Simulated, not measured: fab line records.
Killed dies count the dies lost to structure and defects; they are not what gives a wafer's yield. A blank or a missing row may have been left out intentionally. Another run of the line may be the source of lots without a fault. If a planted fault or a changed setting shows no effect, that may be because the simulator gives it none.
Chamber matching + flow nand-harc + 4 sister chambers for NHARC_A_CHANNEL_FILL_D2_ALD_16 on ald-hk-04
The step deposits SiO2, target thk 1.5 nm, pulse time 10 s, ald cycles 15. 16 wafers are shown with their chamber, then 8 later ones without.

WAFERS PAIRED WITH THEIR CHAMBERS
| wafer  | chamber | heater-power-w (W) | precursor-pulse-height-rel |
|--------|---------|--------------------|----------------------------|
| L077.2 | 0       | 484                | 0.962                      |
| L077.3 | 3       | 438                | 0.963                      |
| L077.6 | 2       | 495                | 1.004                      |
| L088.1 | 2       | 514                | 0.981                      |
| L088.2 | 0       | 493                | 1.010                      |
| L088.3 | 1       | 489                | 1.019                      |
| L088.4 | 3       | 448                | 0.997                      |
| L088.5 | 0       | 503                | 0.982                      |
| L088.6 | 1       | 494                | 1.003                      |
| L089.1 | 3       | 439                | 1.021                      |
| L089.3 | 1       | 490                | 1.011                      |
| L089.6 | 3       | 454                | 0.966                      |
| L090.1 | 1       | 492                | 1.028                      |
| L090.3 | 0       | 507                | 1.022                      |
| L090.5 | 3       | 448                | 1.004                      |
| L093.1 | 2       | 512                | 1.037                      |

SIGNATURES (averages over the wafers above)
| reading                    | chamber 0 | chamber 1 | chamber 2 | chamber 3 | scatter within a chamber |
|----------------------------|-----------|-----------|-----------|-----------|--------------------------|
| heater-power-w             | 496.75    | 491.25    | 507.00    | 445.40    | 7.84                     |
| precursor-pulse-height-rel | 0.99400   | 1.01525   | 1.00733   | 0.99020   | 0.0235                   |
Rule: distance of a wafer from a chamber = root of the sum over the readings of ((wafer's reading minus chamber's mean) / reading's scatter) squared. The wafer belongs to the nearest chamber; if the next one is less than 2 further off, it can't be placed. The scatter: the root of (the sum of the squares of (reading less its chamber's mean) over the shown wafers, divided by (wafers less chambers)).

WAFERS WHOSE CHAMBER IS MISSING
| wafer  | heater-power-w (W) | precursor-pulse-height-rel |
|--------|--------------------|----------------------------|
| L093.2 | 497                | 0.994                      |
| L093.3 | 490                | 0.992                      |
| L095.2 | 442                | 1.006                      |
| L095.3 | 518                | 1.005                      |
| L095.6 | 486                | 0.997                      |
| L097.2 | 507                | 1.021                      |
| L097.3 | 497                | 0.986                      |
| L097.6 | 486                | 1.050                      |

CHAMBER TAKEN BY EACH
| wafer  | from the rows above          | in truth |
|--------|------------------------------|----------|
| L093.2 | can't be placed: 0 or 1 or 2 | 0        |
| L093.3 | can't be placed: 0 or 1 or 2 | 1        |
| L095.2 | 3                            | 3        |
| L095.3 | can't be placed: 2 or 0      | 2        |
| L095.6 | can't be placed: 1 or 0 or 2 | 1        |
| L097.2 | can't be placed: 2 or 0 or 1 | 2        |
| L097.3 | can't be placed: 0 or 1 or 2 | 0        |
| L097.6 | can't be placed: 1 or 0 or 2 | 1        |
Correct placement for 1 of the 8. Unplaceable from these rows: 7, with the true chamber sitting among the candidates in 7. Wrongly placed: 0.
